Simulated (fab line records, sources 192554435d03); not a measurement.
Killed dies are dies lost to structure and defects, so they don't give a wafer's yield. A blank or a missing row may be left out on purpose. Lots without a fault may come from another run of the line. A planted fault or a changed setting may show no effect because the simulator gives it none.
One fault seen from 2 desks | flow n5_finfet | each desk has only its own numbers; what lay behind them comes last

THE METROLOGY DESK
What the gauges read, lot by lot, whatever tool the lot ran on: means of the sampled wafers that have a number. A lot is out of limits, marked OUT, if its mean lies more than 4 standard deviations from the usual mean; the brackets give that distance.
Columns: A = cd_nm at N5_SD_EPI_N_CD_MEAS_09, usual 119.7 nm
lot  | first seen here | A
L664 | day 3 03:02     | 120.8
L666 | day 3 13:15     | 119.7
L669 | day 4 07:44     | 119.3
L670 | day 4 12:59     | 119.0
L672 | day 5 03:42     | 119.3
L674 | day 5 15:53     | 119.3
L676 | day 6 02:29     | 119.4
L679 | day 6 18:46     | 118.9
L684 | day 8 02:26     | 116.3 (-4.6) OUT
L685 | day 8 10:52     | 117.9
L687 | day 8 20:23     | 119.1
This desk's finding: out of limits on L684; first on L684, day 8 02:26 (cd_nm at N5_SD_EPI_N_CD_MEAS_09). In limits: L664, L666, L669, L670, L672, L674, L676, L679, L685, L687.

THE TOOL OWNER'S DESK: arfi_scanner-01
The tool's own readings at N5_SD_EPI_N_EXPOSE_06 (exposes mask SD N BLK, target cd 120 nm): means of the sampled wafers that have a number, for each lot that ran on this tool. A lot is out of limits, marked OUT, if its mean lies more than 4 standard deviations from the usual mean; the brackets give that distance.
Columns: A = exposure_dose_mJ_cm2 at N5_SD_EPI_N_EXPOSE_06, usual 40.0
lot  | first seen here | A
L666 | day 3 13:07     | 40.3
L672 | day 5 03:34     | 40.3
L684 | day 8 02:19     | 38.7 (-4.1) OUT
L685 | day 8 10:44     | 39.1
This desk's finding: out of limits on L684; first on L684, day 8 02:19 (exposure_dose_mJ_cm2 at N5_SD_EPI_N_EXPOSE_06). In limits: L666, L672, L685.

PUT TOGETHER
The tool owner's desk could have raised an alarm at day 8 02:19, on L684.
The metrology desk could have raised an alarm at day 8 02:26, on L684.
Of the lots named, all ran N5_SD_EPI_N_EXPOSE_06 on arfi_scanner-01.

WHAT THE SIMULATOR HAD PUT IN
Process parameter drift: arfi_scanner-01, from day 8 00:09 on, at N5_SD_EPI_N_EXPOSE_06. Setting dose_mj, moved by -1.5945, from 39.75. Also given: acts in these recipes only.
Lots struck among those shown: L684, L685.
Hours from the fault's start to each desk's first reading out of limits: the tool owner's desk, 2; the metrology desk, 2.
